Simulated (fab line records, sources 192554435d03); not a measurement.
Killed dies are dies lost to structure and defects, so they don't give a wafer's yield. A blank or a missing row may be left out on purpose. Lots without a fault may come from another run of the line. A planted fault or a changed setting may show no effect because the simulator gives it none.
fab line records | flow n5_finfet
record lots=8 wafers=24 last_day=20
route steps=1938 shown BEOL_M2@877 BEOL_M4@1111
lots that met no fault: from a run of the same line without faults
start_h: hours from the record's first day to the start of the lot's first wafer shown | wait_h: hours since the lot's step before | " the same as in the row above | L1.1+2: a row that stands for several wafers | - no value, or no start given | * or withheld: withheld | < > ~ a bound
route shown NAME@n: a module of which the file shows steps, and the number in the route of the first | usual: mean/standard deviation of fault-free wafers | same: alike in all rows | chamber/n: place in a boat | sites: the reading at each site | _std_site: their standard deviation | _edge_site: outer sites' mean less inner sites' | radius_mm: how far each site lies from the wafer's centre | mask NAME#n: copy n | behind: the tool/chamber that last shaped the wafer | hold: why the lot was held/for how many hours/how that ended | device: the transistor (n, p or np) that didn't switch | end of line: the same wafers' tests at the end of the route | a step without rows: its recipe alone | killed: dies lost to structure and defects at the first sort, not the wafer's yield | map: a wafer's dies, x killed, . not, _ none there
set.NAME: the setting as run; set.NAME@STEP: as run at that earlier step | model.NAME: the simulator's own value behind a step, which no gauge read
steps of the route over a sample of lots; a table a step, a row a wafer
services: from which hour (start_h, from the record's first day; less than 0 if before it) a tool's chamber was out of use, for how many hours, and why
## steps
# step N5_BEOL_M2_OVL_MEAS_29
# recipe points_per_wafer=522
# usual V1_OVL=-0.3/0.6
# columns lot.wafer tool chamber start_h wait_h V1_OVL[nm]
L236.3 overlay-01 0 206.70 0.0 0.3
L236.5 " 0 " " 0.8
L236.6 " 0 " " 0.7
L238.2 overlay-02 0 221.28 0.0 0.6
L238.3 " 0 " " -0.4
L238.6 " 0 " " 0.1
L242.2 overlay-01 0 239.91 0.0 -0.5
L242.4 " 0 " " -0.8
L242.5 " 0 " " -0.2
L245.3 overlay-01 0 259.05 0.0 0.0
L245.5 " 0 " " 1.2
L245.6 " 0 " " -0.3
L231.1 overlay-01 0 276.19 0.0 -0.3
L231.2 " 0 " " -0.7
L231.6 " 0 " " -1.1
L249.1 overlay-01 0 276.99 0.0 0.6
L249.2 " 0 " " -0.2
L249.6 " 0 " " 0.3
L248.1 overlay-02 0 282.30 0.0 0.2
L248.3 " 0 " " 0.5
L248.6 " 0 " " 0.2
L246.1 overlay-01 0 288.81 0.0 -0.2
L246.2 " 0 " " -0.2
L246.6 " 0 " " -0.4
# step N5_BEOL_M2_TRENCH_ETCH_37
# recipe chemistry=C4F6/O2 target_depth_a=555.55 target=SiOC time_s=29.2 ion_energy_ev=250 pressure_mtorr=30 source_w=355 bias_w=185 Ar_flow_sccm=300 C4F6_flow_sccm=10 O2_flow_sccm=10
# usual drypump_motor_current_A=5.8/0.45 mfc_ar_sccm=300.1/0.94 oes_o_777_au=0.75/0.072 oes_product_au=0.75/0.077 rf_vpp_V=669/4.9 showerhead_plenum_p_Torr=2.86/0.049 throttle_valve_pct=20.86/0.18
# columns lot.wafer tool chamber start_h wait_h drypump_motor_current_A mfc_ar_sccm oes_o_777_au oes_product_au rf_hours_counter_h rf_vpp_V showerhead_plenum_p_Torr throttle_valve_pct
L236.3 rie_diel-05 0 230.39 - 6.1 299.2 0.74 0.73 150 664 2.85 20.92
L236.5 " 0 " " 6.2 298.9 0.74 0.74 - 663 2.85 20.93
L236.6 " 3 " " 5.5 300.6 0.73 0.72 - 668 2.95 20.82
L238.2 rie_diel-05 1 245.85 - 6.3 299.3 0.82 0.83 64 671 2.77 20.57
L238.3 " 2 " " 5.7 299.8 0.72 0.71 222 664 2.82 20.74
L238.6 " 1 " " 6.3 299.9 0.83 0.82 - 670 2.77 20.56
L242.2 rie_diel-04 2 268.58 - 6.2 300.4 0.73 0.71 218 667 2.81 20.87
L242.4 " 1 " " 5.3 300.7 0.67 0.67 244 671 2.92 20.88
L242.5 " 1 " " 5.3 300.3 0.67 0.68 - 673 2.92 20.87
L245.3 rie_diel-05 1 286.88 - 6.3 299.4 0.81 0.98 78 670 2.76 20.62
L245.5 " 1 " " 6.3 299.9 0.81 0.97 - 670 2.76 20.62
L245.6 " 0 " " 6.1 300.2 0.72 0.86 - 663 2.84 20.99
L231.1 rie_diel-02 2 296.73 - 4.9 299.6 0.70 0.70 214 674 2.82 21.18
L231.2 " 1 " " 5.7 301.4 0.69 0.70 223 674 2.83 21.08
L231.6 " 0 " " 6.2 300.3 0.79 0.80 - 671 2.86 20.80
L249.1 rie_diel-02 2 301.35 - 4.9 299.5 0.69 0.70 215 673 2.82 21.17
L249.2 " 3 " " 5.8 299.9 0.91 0.93 13 665 2.90 20.67
L249.6 " 2 " " 4.9 300.2 0.70 0.69 - 672 2.82 21.18
L248.1 rie_diel-04 0 305.63 - 6.0 301.2 0.90 0.92 14 666 2.79 20.44
L248.3 " 3 " " 5.4 300.4 0.94 0.96 7 655 2.92 20.77
L248.6 " 0 " " 6.0 299.2 0.90 0.91 - 665 2.79 20.45
L246.1 rie_diel-05 2 305.67 - 5.7 299.8 0.70 0.83 242 665 2.81 20.82
L246.2 " 0 " " 6.1 300.1 0.71 0.86 174 661 2.84 21.00
L246.6 " 2 " " 5.7 300.4 0.70 0.84 - 665 2.82 20.80
# step N5_BEOL_M2_OCD_MEAS_38
# usual trench_depth_nm=55.5/0.67
# columns lot.wafer tool chamber start_h wait_h trench_depth_nm
L236.3 ocd-02 - 230.55 - 55.8
L236.5 " - " " 56.0
L236.6 " - " " 54.4
L238.2 ocd-02 - 246.00 - 56.2
L238.3 " - " " 55.5
L238.6 " - " " 55.9
L242.2 ocd-01 - 268.73 - 55.2
L242.4 " - " " 54.4
L242.5 " - " " 54.7
L245.3 ocd-01 - 287.03 - 74.0
L245.5 " - " " 74.3
L245.6 " - " " 73.5
L231.1 ocd-02 - 296.89 - 54.6
L231.2 " - " " 55.5
L231.6 " - " " 55.6
L249.1 ocd-01 - 301.50 - 55.4
L249.2 " - " " 55.6
L249.6 " - " " 54.7
L248.1 ocd-02 - 305.78 - 56.9
L248.3 " - " " 56.9
L248.6 " - " " 56.7
L246.1 ocd-01 - 305.82 - 73.3
L246.2 " - " " 74.1
L246.6 " - " " 72.8
# step N5_BEOL_M2_PRE_CLEAN_45
# recipe gas=H2/He time_s=30 temp_c=250
# usual heater_power_w=334/27
# columns lot.wafer tool chamber start_h wait_h heater_power_w
L236.3 pvd_sputter-03 - 230.91 0.0 300
L236.5 " - " " 346
L236.6 " - " " 296
L238.2 pvd_sputter-02 - 246.41 0.0 331
L238.3 " - " " 329
L238.6 " - " " 346
L242.2 pvd_sputter-01 - 269.07 0.0 384
L242.4 " - " " 364
L242.5 " - " " 329
L245.3 pvd_sputter-02 - 287.53 0.0 334
L245.5 " - " " 305
L245.6 " - " " 341
L231.1 pvd_sputter-03 - 297.41 0.0 350
L231.2 " - " " 300
L231.6 " - " " 298
L249.1 pvd_sputter-01 - 301.92 0.0 373
L249.2 " - " " 294
L249.6 " - " " 383
L248.1 pvd_sputter-03 - 306.26 0.0 357
L248.3 " - " " 372
L248.6 " - " " 370
L246.1 pvd_sputter-02 - 306.26 0.0 302
L246.2 " - " " 330
L246.6 " - " " 310
# step N5_BEOL_M2_SURFACE_TREAT_85
# recipe gas=Ar time_s=* ion_energy_ev=* ion_current_ma_cm2=0.5 pressure_mtorr=* ar_flow_sccm=30
# usual ar_flow_sccm=30.00/0.087 throttle_valve_pct=*
# columns lot.wafer tool chamber start_h wait_h ar_flow_sccm throttle_valve_pct
L236.3 pvd_sputter-01 - 231.21 0.1 29.97 *
L236.5 " - " " 29.95 *
L236.6 " - " " 30.02 *
L238.2 pvd_sputter-02 - 246.77 0.2 30.15 *
L238.3 " - " " 30.04 *
L238.6 " - " " 30.05 *
L242.2 pvd_sputter-03 - 269.52 0.3 30.06 *
L242.4 " - " " 30.21 *
L242.5 " - " " 29.99 *
L245.3 pvd_sputter-01 - 287.82 0.1 30.14 *
L245.5 " - " " 30.05 *
L245.6 " - " " 29.87 *
L231.1 pvd_sputter-01 - 297.98 0.2 29.91 *
L231.2 " - " " 30.03 *
L231.6 " - " " 29.99 *
L249.1 pvd_sputter-01 - 302.23 0.1 30.05 *
L249.2 " - " " 29.99 *
L249.6 " - " " 30.14 *
L248.1 pvd_sputter-03 - 306.66 0.2 30.03 *
L248.3 " - " " 30.11 *
L248.6 " - " " 30.00 *
L246.1 pvd_sputter-03 - 306.70 0.1 30.02 *
L246.2 " - " " 29.86 *
L246.6 " - " " 29.94 *
# step N5_BEOL_M2_THK_MEAS_53
# recipe thk_meas_gauge=xrf reads=Cu_of_BEOL_M2_ECD_50
# usual M2_THK=40.3/1.3
# columns lot.wafer tool chamber start_h wait_h M2_THK[nm]
L236.3 film_metro-02 - 234.15 - 40.6
L236.5 " - " " 41.0
L236.6 " - " " 38.9
L238.2 film_metro-02 - 249.77 - 41.7
L238.3 " - " " 40.1
L238.6 " - " " 39.9
L242.2 film_metro-01 - 272.43 - 41.7
L242.4 " - " " 41.5
L242.5 " - " " 41.2
L245.3 film_metro-01 - 290.71 - 60.3
L245.5 " - " " 59.1
L245.6 " - " " 60.1
L231.1 film_metro-02 - 300.77 - 39.3
L231.2 " - " " 39.3
L231.6 " - " " 39.9
L249.1 film_metro-01 - 305.27 - 43.1
L249.2 " - " " 41.5
L249.6 " - " " 39.3
L248.1 film_metro-01 - 309.49 - 41.8
L248.3 " - " " 43.3
L248.6 " - " " 43.8
L246.1 film_metro-01 - 310.01 - 59.2
L246.2 " - " " 58.7
L246.6 " - " " 57.6
# step N5_BEOL_M2_RS_MEAS_58
# recipe thk_meas_gauge=four-point-probe reads=Co_of_BEOL_M2_CO_CAP_55+Cu_of_BEOL_M2_ECD_50+Co_of_BEOL_M2_CVD_47+TaN_of_BEOL_M2_ALD_84
# usual M2_RS=0.672/0.026
# columns lot.wafer tool chamber start_h wait_h M2_RS[ohm/sq]
L236.3 film_metro-02 - 234.41 0.1 0.659
L236.5 " - " " 0.647
L236.6 " - " " 0.697
L238.2 film_metro-02 - 250.03 0.1 0.633
L238.3 " - " " 0.671
L238.6 " - " " 0.673
L242.2 film_metro-02 - 272.69 0.1 0.650
L242.4 " - " " 0.654
L242.5 " - " " 0.662
L245.3 film_metro-02 - 290.97 0.1 0.408
L245.5 " - " " 0.414
L245.6 " - " " 0.407
L231.1 film_metro-02 - 301.09 0.0 0.681
L231.2 " - " " 0.683
L231.6 " - " " 0.666
L249.1 film_metro-02 - 305.59 0.0 0.620
L249.2 " - " " 0.650
L249.6 " - " " 0.696
L248.1 film_metro-02 - 309.75 0.0 0.641
L248.3 " - " " 0.615
L248.6 " - " " 0.604
L246.1 film_metro-01 - 310.32 0.0 0.417
L246.2 " - " " 0.424
L246.6 " - " " 0.434
# step N5_BEOL_M4_RC_MEAS_101
# usual DIBL_N=36.0/1.3 DIBL_P=36.2/1.7 IOFF_N=0.155/0.024 IOFF_P=0.21/0.034 ION_N=674/9 ION_P=463/7.1 SERP_M2=197/12 SERP_M2_max_site=209/15 SS_N=71.4/0.5 SS_P=73.4/0.57 VT_N=250.0/2.8 VT_P=-251/3.2
# columns lot.wafer tool chamber start_h wait_h DIBL_N[mV/V] DIBL_P[mV/V] IOFF_N[nA/um] IOFF_P[nA/um] ION_N[uA/um] ION_P[uA/um] SERP_M2[ohm/um] SERP_M2_max_site[ohm/um] SS_N[mV/dec] SS_P[mV/dec] VT_N[mV] VT_P[mV]
L236.3 prober-02 0 281.25 0.3 37.5 39.4 0.196 0.24 679 463 186 195 72.0 74.1 245.8 -251
L236.5 " 0 " " 38.5 40.3 0.211 0.26 686 470 199 204 72.0 74.4 245.1 -248
L236.6 " 0 " " 37.3 38.6 0.194 0.23 689 464 184 193 71.0 74.2 244.4 -250
L238.2 prober-01 0 295.89 0.2 32.6 33.0 0.126 0.17 665 462 192 197 70.7 72.7 251.9 -253
L238.3 " 0 " " 34.1 34.6 0.147 0.19 671 461 203 209 71.9 73.3 247.8 -251
L238.6 " 0 " " 34.0 34.4 0.142 0.19 668 451 204 214 71.4 73.1 248.8 -250
L242.2 prober-02 0 319.44 0.2 38.0 38.0 0.180 0.24 680 466 179 186 71.8 73.8 249.6 -252
L242.4 " 0 " " 36.2 36.0 0.142 0.20 664 459 179 205 71.0 73.3 249.0 -252
L242.5 " 0 " " 36.5 35.8 0.143 0.20 667 463 178 188 71.7 73.8 253.3 -252
L245.3 prober-01 0 327.52 0.3 36.7 36.2 0.164 0.24 680 473 121 125 72.1 73.5 250.9 -246
L245.5 " 0 " " 37.5 37.5 0.180 0.26 683 476 128 135 72.1 74.1 251.2 -246
L245.6 " 0 " " 36.4 36.1 0.156 0.23 680 472 125 133 72.2 73.3 250.9 -247
L231.1 prober-02 0 347.29 0.0 36.1 37.0 0.162 0.20 674 458 200 203 71.9 73.4 249.5 -251
L231.2 " 0 " " 36.3 37.2 0.155 0.20 663 451 206 214 71.7 72.9 251.1 -254
L231.6 " 0 " " 34.5 35.2 0.132 0.18 660 453 202 211 71.2 73.7 252.5 -254
L249.1 prober-01 0 347.71 0.0 35.7 34.9 0.135 0.20 676 464 182 186 70.9 73.0 251.9 -251
L249.2 " 0 " " 34.8 34.3 0.120 0.19 668 464 190 204 71.0 72.4 255.6 -249
L249.6 " 0 " " 34.3 34.5 0.121 0.19 664 464 201 210 70.4 72.5 253.3 -250
L248.1 prober-01 0 358.50 0.0 34.6 34.0 0.126 0.16 657 447 206 223 70.6 73.1 257.1 -257
L248.3 " 0 " " 33.5 33.6 0.124 0.16 658 453 198 204 71.5 72.0 253.6 -256
L248.6 " 0 " " 33.9 33.6 0.121 0.16 655 453 161 173 71.5 73.2 253.1 -256
L246.1 prober-01 0 369.43 0.0 34.5 35.1 0.136 0.18 669 456 119 128 70.9 73.0 251.0 -253
L246.2 " 0 " " 36.4 37.7 0.172 0.22 680 468 121 144 71.4 73.1 246.8 -251
L246.6 " 0 " " 35.0 35.5 0.146 0.19 671 467 120 126 71.5 72.6 249.7 -251
# sites SERP_M2 radius_mm=0,75,75,75,75,140,140,140,140
L236.3 182 183 176 186 177 193 186 195 186
L238.2 197 192 197 187 193 178 187 180 196
L242.2 179 177 180 185 186 182 164 176 171
L245.3 121 118 124 125 125 116 114 117 121
L231.1 175 192 188 181 203 203 202 202 200
L249.1 180 182 186 185 181 178 185 184 179
L248.1 223 215 209 214 206 178 190 189 178
L246.1 128 123 123 126 119 118 108 114 113
## services
# columns tool chamber start_h hours kind
rie_diel-05 1 217.15 4.6 repair
rie_diel-02 1 217.15 5.2 repair
rie_diel-04 3 230.56 7.6 repair
rie_diel-02 3 237.75 - clean
rie_diel-02 3 237.75 - consumable_replace:esc
rie_diel-02 3 237.75 - consumable_replace:focus_ring
rie_diel-02 3 237.75 29.9 scheduled_down
rie_diel-02 3 237.75 29.9 vent_cycle
rie_diel-04 0 244.50 - clean
rie_diel-04 0 244.50 - consumable_replace:focus_ring
rie_diel-04 0 244.50 19.1 scheduled_down
rie_diel-04 0 244.50 19.1 vent_cycle
rie_diel-04 2 263.68 2.8 repair
rie_diel-04 3 271.32 - clean
rie_diel-04 3 271.32 - consumable_replace:focus_ring
rie_diel-04 3 271.32 13.8 scheduled_down
rie_diel-04 3 271.32 13.8 vent_cycle
rie_diel-04 - 278.67 4.3 pm
rie_diel-04 1 290.93 - clean
rie_diel-04 1 290.93 - consumable_replace:focus_ring
rie_diel-04 1 290.93 23.5 scheduled_down
rie_diel-04 1 290.93 23.5 vent_cycle
rie_diel-05 1 302.74 4.3 repair
rie_diel-02 2 303.28 3.9 repair
## key
first_sign step=N5_BEOL_M2_TRENCH_ETCH_37 reading=oes_product_au direction=up sigmas=1.8 usual=0.75 struck=0.89 wafers_moved=2
effect step=N5_BEOL_M2_OCD_MEAS_38 reading=trench_depth_nm direction=up sigmas=27 usual=55.5 struck=73.7
effect step=N5_BEOL_M2_THK_MEAS_53 reading=M2_THK direction=up sigmas=14 usual=40.3 struck=59.2
effect step=N5_BEOL_M2_RS_MEAS_58 reading=M2_RS direction=down sigmas=9.7 usual=0.672 struck=0.417
effect step=N5_BEOL_M4_RC_MEAS_101 reading=SERP_M2 direction=down sigmas=6 usual=197 struck=122
effect step=N5_BEOL_M4_RC_MEAS_101 reading=SERP_M2_max_site direction=down sigmas=5.2 usual=209 struck=132
met_at N5_BEOL_M2_TRENCH_ETCH_37
struck_lots L245,L246
not_acting_at N5_BEOL_M2_OVL_MEAS_29,N5_BEOL_M2_PRE_CLEAN_45,N5_BEOL_M2_SURFACE_TREAT_85
onset_between 245.85 286.88
fault kind=process_parameter_drift tool=rie_diel-05 chamber=- onset_h=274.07 steps=N5_BEOL_M2_TRENCH_ETCH_37 channel=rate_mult offset=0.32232 shape=step end_h=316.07
